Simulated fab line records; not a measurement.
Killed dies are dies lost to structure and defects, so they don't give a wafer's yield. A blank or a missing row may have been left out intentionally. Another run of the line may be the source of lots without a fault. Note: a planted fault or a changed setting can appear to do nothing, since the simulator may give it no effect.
Which tool was responsible? :: flow n5-finfet :: Sampling: 24 lots, 72 wafers, 4 of 1938 route steps

## WHAT THE GAUGES SHOWED, per wafer
N5_BEOL_M4_CD_MEAS_18: pitch 36 nm, target cd 18 nm.
lot: L074
measured: day 7 17:24
on: cd-sem-02
cd-nm (nm): 18.3 17.5 18.0

lot: L075
measured: day 7 21:08
on: cd-sem-03
cd-nm (nm): 18.2 18.2 18.7

lot: L076
measured: day 7 22:17
on: cd-sem-01
cd-nm (nm): 17.6 18.4 18.2

lot: L077
measured: day 8 10:47
on: cd-sem-01
cd-nm (nm): 18.2 18.4 18.5

lot: L078
measured: day 8 13:18
on: cd-sem-02
cd-nm (nm): 17.6 17.9 17.9

lot: L080
measured: day 9 00:35
on: cd-sem-01
cd-nm (nm): 17.8 18.2 17.9

lot: L079
measured: day 9 01:04
on: cd-sem-03
cd-nm (nm): 17.4 17.8 17.7

lot: L081
measured: day 9 11:15
on: cd-sem-01
cd-nm (nm): 17.5 17.7 17.8

lot: L082
measured: day 9 13:11
on: cd-sem-01
cd-nm (nm): 17.4 18.4 17.5

lot: L084
measured: day 9 16:49
on: cd-sem-03
cd-nm (nm): 18.3 18.0 18.4

lot: L083
measured: day 9 17:13
on: cd-sem-03
cd-nm (nm): 17.6 17.9 17.8

lot: L085
measured: day 10 02:46
on: cd-sem-01
cd-nm (nm): 18.3 18.3 18.5

lot: L086
measured: day 10 13:30
on: cd-sem-01
cd-nm (nm): 18.5 18.5 18.1

lot: L088
measured: day 10 22:41
on: cd-sem-03
cd-nm (nm): 18.3 18.1 18.2

lot: L087
measured: day 11 05:59
on: cd-sem-01
cd-nm (nm): 17.8 18.0 18.0

lot: L089
measured: day 11 11:58
on: cd-sem-02
cd-nm (nm): 18.3 18.1 18.0

lot: L090
measured: day 11 12:04
on: cd-sem-03
cd-nm (nm): 17.8 17.7 18.0

lot: L092
measured: day 11 15:22
on: cd-sem-02
cd-nm (nm): 18.1 18.3 17.7

lot: L091
measured: day 11 16:05
on: cd-sem-01
cd-nm (nm): 17.6 18.2 18.0

lot: L093
measured: day 12 02:28
on: cd-sem-02
cd-nm (nm): 18.2 18.2 18.2

lot: L094
measured: day 12 04:04
on: cd-sem-02
cd-nm (nm): 18.2 17.7 18.0

lot: L095
measured: day 13 04:01
on: cd-sem-01
cd-nm (nm): 17.3 18.3 17.7

lot: L096
measured: day 13 04:11
on: cd-sem-01
cd-nm (nm): 18.1 17.9 18.0

lot: L097
measured: day 13 10:17
on: cd-sem-01
cd-nm (nm): 18.1 18.1 17.8

## EACH LOT AND THE TOOL THAT RAN IT (in order: tool; ch and the chambers of the sampled wafers; start)
lot: L074
N5_BEOL_M3_STRIP_36: rie-diel-05 ch 0,2,3, day 7 11:38
N5_BEOL_M3_ETCH_41: rie-diel-05 ch 0,2,3, day 7 14:04 or earlier
N5_BEOL_M3_ANNEAL_89: pvd-sputter-02, day 7 14:04

lot: L075
N5_BEOL_M3_STRIP_36: rie-diel-02 ch 0,1,3, day 7 14:51
N5_BEOL_M3_ETCH_41: rie-diel-02 ch 0,1,3, day 7 17:08 or earlier
N5_BEOL_M3_ANNEAL_89: pvd-sputter-03, day 7 17:08

lot: L076
N5_BEOL_M3_STRIP_36: rie-diel-05 ch 0,1, day 7 14:56
N5_BEOL_M3_ETCH_41: rie-diel-05 ch 0,1, day 7 18:58 or earlier
N5_BEOL_M3_ANNEAL_89: pvd-sputter-03, day 7 18:58

lot: L077
N5_BEOL_M3_STRIP_36: rie-diel-05 ch 0,2,3, day 8 03:43
N5_BEOL_M3_ETCH_41: rie-diel-05 ch 0,2,3, day 8 05:50 or earlier
N5_BEOL_M3_ANNEAL_89: pvd-sputter-02, day 8 05:50

lot: L078
N5_BEOL_M3_STRIP_36: rie-diel-05 ch 0,1,2, day 8 06:26
N5_BEOL_M3_ETCH_41: rie-diel-05 ch 0,1,2, day 8 08:44 or earlier
N5_BEOL_M3_ANNEAL_89: pvd-sputter-02, day 8 08:44

lot: L080
N5_BEOL_M3_STRIP_36: rie-diel-02 ch 0,2,3, day 8 18:17
N5_BEOL_M3_ETCH_41: rie-diel-02 ch 0,2,3, day 8 21:01 or earlier
N5_BEOL_M3_ANNEAL_89: pvd-sputter-03, day 8 21:01

lot: L079
N5_BEOL_M3_STRIP_36: rie-diel-05 ch 0,1, day 8 19:14
N5_BEOL_M3_ETCH_41: rie-diel-05 ch 0,1, day 8 21:43 or earlier
N5_BEOL_M3_ANNEAL_89: pvd-sputter-01, day 8 21:43

lot: L081
N5_BEOL_M3_STRIP_36: rie-diel-02 ch 0,1, day 9 04:09
N5_BEOL_M3_ETCH_41: rie-diel-02 ch 0,1, day 9 07:00 or earlier
N5_BEOL_M3_ANNEAL_89: pvd-sputter-02, day 9 07:00

lot: L082
N5_BEOL_M3_STRIP_36: rie-diel-05 ch 0,1,2, day 9 05:47
N5_BEOL_M3_ETCH_41: rie-diel-05 ch 0,1,2, day 9 08:50 or earlier
N5_BEOL_M3_ANNEAL_89: pvd-sputter-02, day 9 08:50

lot: L084
N5_BEOL_M3_STRIP_36: rie-diel-01 ch 1,2,3, day 9 09:38
N5_BEOL_M3_ETCH_41: rie-diel-01 ch 1,2,3, day 9 12:13 or earlier
N5_BEOL_M3_ANNEAL_89: pvd-sputter-01, day 9 12:13

lot: L083
N5_BEOL_M3_STRIP_36: rie-diel-02 ch 0,1, day 9 10:06
N5_BEOL_M3_ETCH_41: rie-diel-02 ch 0,1, day 9 12:56 or earlier
N5_BEOL_M3_ANNEAL_89: pvd-sputter-03, day 9 12:56

lot: L085
N5_BEOL_M3_STRIP_36: rie-diel-01 ch 1,2,3, day 9 18:49
N5_BEOL_M3_ETCH_41: rie-diel-01 ch 1,2,3, day 9 21:58 or earlier
N5_BEOL_M3_ANNEAL_89: pvd-sputter-01, day 9 21:58

lot: L086
N5_BEOL_M3_STRIP_36: rie-diel-05 ch 1,2,3, day 10 06:04
N5_BEOL_M3_ETCH_41: rie-diel-05 ch 1,2,3, day 10 08:31 or earlier
N5_BEOL_M3_ANNEAL_89: pvd-sputter-01, day 10 08:31

lot: L088
N5_BEOL_M3_STRIP_36: rie-diel-01 ch 0,2,3, day 10 15:51
N5_BEOL_M3_ETCH_41: rie-diel-01 ch 0,2,3, day 10 17:56 or earlier
N5_BEOL_M3_ANNEAL_89: pvd-sputter-03, day 10 17:56

lot: L087
N5_BEOL_M3_STRIP_36: rie-diel-05 ch 0,1,3, day 10 21:16
N5_BEOL_M3_ETCH_41: rie-diel-05 ch 0,1,3, day 10 23:41 or earlier
N5_BEOL_M3_ANNEAL_89: pvd-sputter-02, day 10 23:41

lot: L089
N5_BEOL_M3_STRIP_36: rie-diel-01 ch 0,3, day 11 00:50
N5_BEOL_M3_ETCH_41: rie-diel-01 ch 0,3, day 11 07:59 or earlier
N5_BEOL_M3_ANNEAL_89: pvd-sputter-02, day 11 07:59

lot: L090
N5_BEOL_M3_STRIP_36: rie-diel-02 ch 0,1,3, day 11 06:17
N5_BEOL_M3_ETCH_41: rie-diel-02 ch 0,1,3, day 11 08:16 or earlier
N5_BEOL_M3_ANNEAL_89: pvd-sputter-03, day 11 08:16

lot: L092
N5_BEOL_M3_STRIP_36: rie-diel-02 ch 1,2,3, day 11 08:50
N5_BEOL_M3_ETCH_41: rie-diel-02 ch 1,2,3, day 11 11:25 or earlier
N5_BEOL_M3_ANNEAL_89: pvd-sputter-03, day 11 11:25

lot: L091
N5_BEOL_M3_STRIP_36: rie-diel-02 ch 0,1,2, day 11 10:25
N5_BEOL_M3_ETCH_41: rie-diel-02 ch 0,1,2, day 11 12:55 or earlier
N5_BEOL_M3_ANNEAL_89: pvd-sputter-02, day 11 12:55

lot: L093
N5_BEOL_M3_STRIP_36: rie-diel-02 ch 0,1,2, day 11 18:14
N5_BEOL_M3_ETCH_41: rie-diel-02 ch 0,1,2, day 11 21:28 or earlier
N5_BEOL_M3_ANNEAL_89: pvd-sputter-03, day 11 21:28

lot: L094
N5_BEOL_M3_STRIP_36: rie-diel-01 ch 0,1,3, day 11 21:51
N5_BEOL_M3_ETCH_41: rie-diel-01 ch 0,1,3, day 12 00:23 or earlier
N5_BEOL_M3_ANNEAL_89: pvd-sputter-02, day 12 00:23

lot: L095
N5_BEOL_M3_STRIP_36: rie-diel-02 ch 0,2,3, day 12 20:49
N5_BEOL_M3_ETCH_41: rie-diel-02 ch 0,2,3, day 12 23:10 or earlier
N5_BEOL_M3_ANNEAL_89: pvd-sputter-03, day 12 23:10

lot: L096
N5_BEOL_M3_STRIP_36: rie-diel-05 ch 1,2, day 12 20:59
N5_BEOL_M3_ETCH_41: rie-diel-05 ch 1,2, day 12 23:20 or earlier
N5_BEOL_M3_ANNEAL_89: pvd-sputter-01, day 12 23:20

lot: L097
N5_BEOL_M3_STRIP_36: rie-diel-05 ch 0,2, day 13 02:46
N5_BEOL_M3_ETCH_41: rie-diel-05 ch 0,2, day 13 06:47 or earlier
N5_BEOL_M3_ANNEAL_89: pvd-sputter-01, day 13 06:47
- N5_BEOL_M3_STRIP_36: strips in N2/H2.
- N5_BEOL_M3_ETCH_41: etches SiCN in CH3F/O2, target depth 29.9 nm, time 52.5 s.
- N5_BEOL_M3_ANNEAL_89: time 240 s.

## WHAT THE TOOLS THEMSELVES READ (means of the sampled wafers that have a number; where no wafer has one, the mark that the record gives instead)
N5_BEOL_M3_STRIP_36.
lot: L074
tool: rie-diel-05
drypump-motor-current-A (A): 5.9
oes-product-au (a.u.): 0.80
rf-vpp-V (V): 59.5
showerhead-plenum-p-Torr (Torr): 2.60
throttle-valve-pct (%): 23.7

lot: L075
tool: rie-diel-02
drypump-motor-current-A (A): 5.8
oes-product-au (a.u.): 0.76
rf-vpp-V (V): 60.1
showerhead-plenum-p-Torr (Torr): 2.55
throttle-valve-pct (%): 23.7

lot: L076
tool: rie-diel-05
drypump-motor-current-A (A): 6.0
oes-product-au (a.u.): 0.89
rf-vpp-V (V): 60.2
showerhead-plenum-p-Torr (Torr): 2.58
throttle-valve-pct (%): 23.3

lot: L077
tool: rie-diel-05
drypump-motor-current-A (A): 5.9
oes-product-au (a.u.): 0.80
rf-vpp-V (V): 58.5
showerhead-plenum-p-Torr (Torr): 2.60
throttle-valve-pct (%): 23.7

lot: L078
tool: rie-diel-05
drypump-motor-current-A (A): 5.8
oes-product-au (a.u.): 0.86
rf-vpp-V (V): 58.4
showerhead-plenum-p-Torr (Torr): 2.58
throttle-valve-pct (%): 23.5

lot: L080
tool: rie-diel-02
drypump-motor-current-A (A): 5.8
oes-product-au (a.u.): 0.84
rf-vpp-V (V): 58.5
showerhead-plenum-p-Torr (Torr): 2.57
throttle-valve-pct (%): 23.5

lot: L079
tool: rie-diel-05
drypump-motor-current-A (A): 6.0
oes-product-au (a.u.): 0.87
rf-vpp-V (V): 59.2
showerhead-plenum-p-Torr (Torr): 2.58
throttle-valve-pct (%): 23.6

lot: L081
tool: rie-diel-02
drypump-motor-current-A (A): 5.7
oes-product-au (a.u.): 0.78
rf-vpp-V (V): 57.4
showerhead-plenum-p-Torr (Torr): 2.56
throttle-valve-pct (%): 23.8

lot: L082
tool: rie-diel-05
drypump-motor-current-A (A): 5.8
oes-product-au (a.u.): 0.85
rf-vpp-V (V): 58.7
showerhead-plenum-p-Torr (Torr): 2.58
throttle-valve-pct (%): 23.5

lot: L084
tool: rie-diel-01
drypump-motor-current-A (A): 5.8
oes-product-au (a.u.): 0.71
rf-vpp-V (V): 58.6
showerhead-plenum-p-Torr (Torr): 2.52
throttle-valve-pct (%): 23.8

lot: L083
tool: rie-diel-02
drypump-motor-current-A (A): 6.0
oes-product-au (a.u.): 0.76
rf-vpp-V (V): 58.3
showerhead-plenum-p-Torr (Torr): 2.54
throttle-valve-pct (%): 24.0

lot: L085
tool: rie-diel-01
drypump-motor-current-A (A): 5.7
oes-product-au (a.u.): 0.70
rf-vpp-V (V): 58.1
showerhead-plenum-p-Torr (Torr): 2.52
throttle-valve-pct (%): 23.8

lot: L086
tool: rie-diel-05
drypump-motor-current-A (A): 5.8
oes-product-au (a.u.): 0.78
rf-vpp-V (V): 59.6
showerhead-plenum-p-Torr (Torr): 2.59
throttle-valve-pct (%): 23.5

lot: L088
tool: rie-diel-01
drypump-motor-current-A (A): 5.9
oes-product-au (a.u.): 0.81
rf-vpp-V (V): 59.7
showerhead-plenum-p-Torr (Torr): 2.55
throttle-valve-pct (%): 23.7

lot: L087
tool: rie-diel-05
drypump-motor-current-A (A): 6.0
oes-product-au (a.u.): 0.81
rf-vpp-V (V): 58.2
showerhead-plenum-p-Torr (Torr): 2.59
throttle-valve-pct (%): 23.5

lot: L089
tool: rie-diel-01
drypump-motor-current-A (A): 6.1
oes-product-au (a.u.): 0.90
rf-vpp-V (V): 59.8
showerhead-plenum-p-Torr (Torr): 2.54
throttle-valve-pct (%): 23.4

lot: L090
tool: rie-diel-02
drypump-motor-current-A (A): 5.8
oes-product-au (a.u.): 0.75
rf-vpp-V (V): 58.6
showerhead-plenum-p-Torr (Torr): 2.54
throttle-valve-pct (%): 23.8

lot: L092
tool: rie-diel-02
drypump-motor-current-A (A): 6.2
oes-product-au (a.u.): 0.79
rf-vpp-V (V): 60.3
showerhead-plenum-p-Torr (Torr): 2.54
throttle-valve-pct (%): 23.7

lot: L091
tool: rie-diel-02
drypump-motor-current-A (A): 6.1
oes-product-au (a.u.): 0.80
rf-vpp-V (V): 59.1
showerhead-plenum-p-Torr (Torr): 2.55
throttle-valve-pct (%): 23.8

lot: L093
tool: rie-diel-02
drypump-motor-current-A (A): 6.0
oes-product-au (a.u.): 0.79
rf-vpp-V (V): 58.8
showerhead-plenum-p-Torr (Torr): 2.55
throttle-valve-pct (%): 23.8

lot: L094
tool: rie-diel-01
drypump-motor-current-A (A): 6.0
oes-product-au (a.u.): 0.89
rf-vpp-V (V): 59.7
showerhead-plenum-p-Torr (Torr): 2.51
throttle-valve-pct (%): 23.5

lot: L095
tool: rie-diel-02
drypump-motor-current-A (A): 5.8
oes-product-au (a.u.): 0.79
rf-vpp-V (V): 62.1
showerhead-plenum-p-Torr (Torr): 2.56
throttle-valve-pct (%): 23.6

lot: L096
tool: rie-diel-05
drypump-motor-current-A (A): 5.6
oes-product-au (a.u.): 0.80
rf-vpp-V (V): 57.3
showerhead-plenum-p-Torr (Torr): 2.57
throttle-valve-pct (%): 23.4

lot: L097
tool: rie-diel-05
drypump-motor-current-A (A): 5.9
oes-product-au (a.u.): 0.81
rf-vpp-V (V): 60.3
showerhead-plenum-p-Torr (Torr): 2.57
throttle-valve-pct (%): 23.7

N5_BEOL_M3_ETCH_41.
lot: L074
tool: rie-diel-05
drypump-motor-current-A (A): 5.9
oes-product-au (a.u.): 0.81
rf-fwd-power-W (W): 392.7
rf-vpp-V (V): 297.6
showerhead-plenum-p-Torr (Torr): 2.05
throttle-valve-pct (%): 16.30

lot: L075
tool: rie-diel-02
drypump-motor-current-A (A): 5.8
oes-product-au (a.u.): 0.77
rf-fwd-power-W (W): 389.2
rf-vpp-V (V): 297.7
showerhead-plenum-p-Torr (Torr): 2.01
throttle-valve-pct (%): 16.28

lot: L076
tool: rie-diel-05
drypump-motor-current-A (A): 5.9
oes-product-au (a.u.): 0.89
rf-fwd-power-W (W): 390.5
rf-vpp-V (V): 298.9
showerhead-plenum-p-Torr (Torr): 2.04
throttle-valve-pct (%): 16.09

lot: L077
tool: rie-diel-05
drypump-motor-current-A (A): 5.9
oes-product-au (a.u.): 0.81
rf-fwd-power-W (W): 392.2
rf-vpp-V (V): 297.5
showerhead-plenum-p-Torr (Torr): 2.05
throttle-valve-pct (%): 16.30

lot: L078
tool: rie-diel-05
drypump-motor-current-A (A): 5.8
oes-product-au (a.u.): 0.87
rf-fwd-power-W (W): 390.4
rf-vpp-V (V): 297.8
showerhead-plenum-p-Torr (Torr): 2.03
throttle-valve-pct (%): 16.17

lot: L080
tool: rie-diel-02
drypump-motor-current-A (A): 5.8
oes-product-au (a.u.): 0.84
rf-fwd-power-W (W): 390.2
rf-vpp-V (V): 297.6
showerhead-plenum-p-Torr (Torr): 2.02
throttle-valve-pct (%): 16.23

lot: L079
tool: rie-diel-05
drypump-motor-current-A (A): 6.0
oes-product-au (a.u.): 0.88
rf-fwd-power-W (W): 390.9
rf-vpp-V (V): 298.4
showerhead-plenum-p-Torr (Torr): 2.04
throttle-valve-pct (%): 16.24

lot: L081
tool: rie-diel-02
drypump-motor-current-A (A): 5.7
oes-product-au (a.u.): 0.77
rf-fwd-power-W (W): 390.0
rf-vpp-V (V): 298.1
showerhead-plenum-p-Torr (Torr): 2.01
throttle-valve-pct (%): 16.36

lot: L082
tool: rie-diel-05
drypump-motor-current-A (A): 5.8
oes-product-au (a.u.): 0.85
rf-fwd-power-W (W): 391.3
rf-vpp-V (V): 297.7
showerhead-plenum-p-Torr (Torr): 2.03
throttle-valve-pct (%): 16.18

lot: L084
tool: rie-diel-01
drypump-motor-current-A (A): 5.7
oes-product-au (a.u.): 0.71
rf-fwd-power-W (W): 392.7
rf-vpp-V (V): 297.5
showerhead-plenum-p-Torr (Torr): 1.98
throttle-valve-pct (%): 16.51

lot: L083
tool: rie-diel-02
drypump-motor-current-A (A): 6.0
oes-product-au (a.u.): 0.75
rf-fwd-power-W (W): 391.7
rf-vpp-V (V): 297.4
showerhead-plenum-p-Torr (Torr): 2.00
throttle-valve-pct (%): 16.48

lot: L085
tool: rie-diel-01
drypump-motor-current-A (A): 5.7
oes-product-au (a.u.): 0.71
rf-fwd-power-W (W): 392.4
rf-vpp-V (V): 297.1
showerhead-plenum-p-Torr (Torr): 1.98
throttle-valve-pct (%): 16.52

lot: L086
tool: rie-diel-05
drypump-motor-current-A (A): 5.8
oes-product-au (a.u.): 0.79
rf-fwd-power-W (W): 391.6
rf-vpp-V (V): 297.0
showerhead-plenum-p-Torr (Torr): 2.04
throttle-valve-pct (%): 16.18

lot: L088
tool: rie-diel-01
drypump-motor-current-A (A): 5.9
oes-product-au (a.u.): 0.81
rf-fwd-power-W (W): 392.5
rf-vpp-V (V): 298.4
showerhead-plenum-p-Torr (Torr): 2.01
throttle-valve-pct (%): 16.34

lot: L087
tool: rie-diel-05
drypump-motor-current-A (A): 6.0
oes-product-au (a.u.): 0.81
rf-fwd-power-W (W): 390.5
rf-vpp-V (V): 298.5
showerhead-plenum-p-Torr (Torr): 2.04
throttle-valve-pct (%): 16.26

lot: L089
tool: rie-diel-01
drypump-motor-current-A (A): 6.2
oes-product-au (a.u.): 0.89
rf-fwd-power-W (W): 391.4
rf-vpp-V (V): 298.1
showerhead-plenum-p-Torr (Torr): 2.01
throttle-valve-pct (%): 16.06

lot: L090
tool: rie-diel-02
drypump-motor-current-A (A): 5.8
oes-product-au (a.u.): 0.75
rf-fwd-power-W (W): 390.5
rf-vpp-V (V): 297.5
showerhead-plenum-p-Torr (Torr): 2.00
throttle-valve-pct (%): 16.33

lot: L092
tool: rie-diel-02
drypump-motor-current-A (A): 6.1
oes-product-au (a.u.): 0.79
rf-fwd-power-W (W): 390.2
rf-vpp-V (V): 296.9
showerhead-plenum-p-Torr (Torr): 2.01
throttle-valve-pct (%): 16.36

lot: L091
tool: rie-diel-02
drypump-motor-current-A (A): 6.0
oes-product-au (a.u.): 0.81
rf-fwd-power-W (W): 390.7
rf-vpp-V (V): 298.4
showerhead-plenum-p-Torr (Torr): 2.01
throttle-valve-pct (%): 16.41

lot: L093
tool: rie-diel-02
drypump-motor-current-A (A): 6.0
oes-product-au (a.u.): 0.80
rf-fwd-power-W (W): 390.6
rf-vpp-V (V): 298.0
showerhead-plenum-p-Torr (Torr): 2.01
throttle-valve-pct (%): 16.42

lot: L094
tool: rie-diel-01
drypump-motor-current-A (A): 6.0
oes-product-au (a.u.): 0.89
rf-fwd-power-W (W): 391.6
rf-vpp-V (V): 297.1
showerhead-plenum-p-Torr (Torr): 1.98
throttle-valve-pct (%): 16.13

lot: L095
tool: rie-diel-02
drypump-motor-current-A (A): 5.8
oes-product-au (a.u.): 0.79
rf-fwd-power-W (W): 389.8
rf-vpp-V (V): 296.9
showerhead-plenum-p-Torr (Torr): 2.01
throttle-valve-pct (%): 16.28

lot: L096
tool: rie-diel-05
drypump-motor-current-A (A): 5.6
oes-product-au (a.u.): 0.81
rf-fwd-power-W (W): 391.3
rf-vpp-V (V): 297.5
showerhead-plenum-p-Torr (Torr): 2.02
throttle-valve-pct (%): 16.15

lot: L097
tool: rie-diel-05
drypump-motor-current-A (A): 5.9
oes-product-au (a.u.): 0.81
rf-fwd-power-W (W): 392.8
rf-vpp-V (V): 298.2
showerhead-plenum-p-Torr (Torr): 2.02
throttle-valve-pct (%): 16.38

N5_BEOL_M3_ANNEAL_89.
lot: L074
tool: pvd-sputter-02
heater-power-w (W): 937

lot: L075
tool: pvd-sputter-03
heater-power-w (W): 757

lot: L076
tool: pvd-sputter-03
heater-power-w (W): 786

lot: L077
tool: pvd-sputter-02
heater-power-w (W): 949

lot: L078
tool: pvd-sputter-02
heater-power-w (W): 955

lot: L080
tool: pvd-sputter-03
heater-power-w (W): 782

lot: L079
tool: pvd-sputter-01
heater-power-w (W): 725

lot: L081
tool: pvd-sputter-02
heater-power-w (W): 911

lot: L082
tool: pvd-sputter-02
heater-power-w (W): 924

lot: L084
tool: pvd-sputter-01
heater-power-w (W): 756

lot: L083
tool: pvd-sputter-03
heater-power-w (W): 754

lot: L085
tool: pvd-sputter-01
heater-power-w (W): 784

lot: L086
tool: pvd-sputter-01
heater-power-w (W): 810

lot: L088
tool: pvd-sputter-03
heater-power-w (W): 791

lot: L087
tool: pvd-sputter-02
heater-power-w (W): 938

lot: L089
tool: pvd-sputter-02
heater-power-w (W): 933

lot: L090
tool: pvd-sputter-03
heater-power-w (W): 745

lot: L092
tool: pvd-sputter-03
heater-power-w (W): 787

lot: L091
tool: pvd-sputter-02
heater-power-w (W): 958

lot: L093
tool: pvd-sputter-03
heater-power-w (W): 803

lot: L094
tool: pvd-sputter-02
heater-power-w (W): 969

lot: L095
tool: pvd-sputter-03
heater-power-w (W): 810

lot: L096
tool: pvd-sputter-01
heater-power-w (W): 851

lot: L097
tool: pvd-sputter-01
heater-power-w (W): 835

## THE ANSWER, worked out from the rows above alone
Rule: what is usual is taken from the lots themselves. Put in order of their means at a reading, lots are off if they are a third of the lots or fewer, leave a main group of 4 or more, and stand apart from it by a gap of 3 or more times the standard deviation of the main group's means; of several such gaps the widest counts. The tables above print the reading to a certain number of digits; a main group whose means all agree to those digits is not used. Also off: a lot with no number at a reading for which 4 or more lots have one. Where the step has rows for the other lots, those lots are counted as sound. First the gauges in route order, then the tools' own readings, where a lot's mean is used as printed above. The first step at which some lot is off is used, and at that step the reading that is off furthest; a lot without a number counts as furthest.
None of the lots is off at any reading shown; this tells nothing.

## WHAT WAS PUT IN BY THE SIMULATOR
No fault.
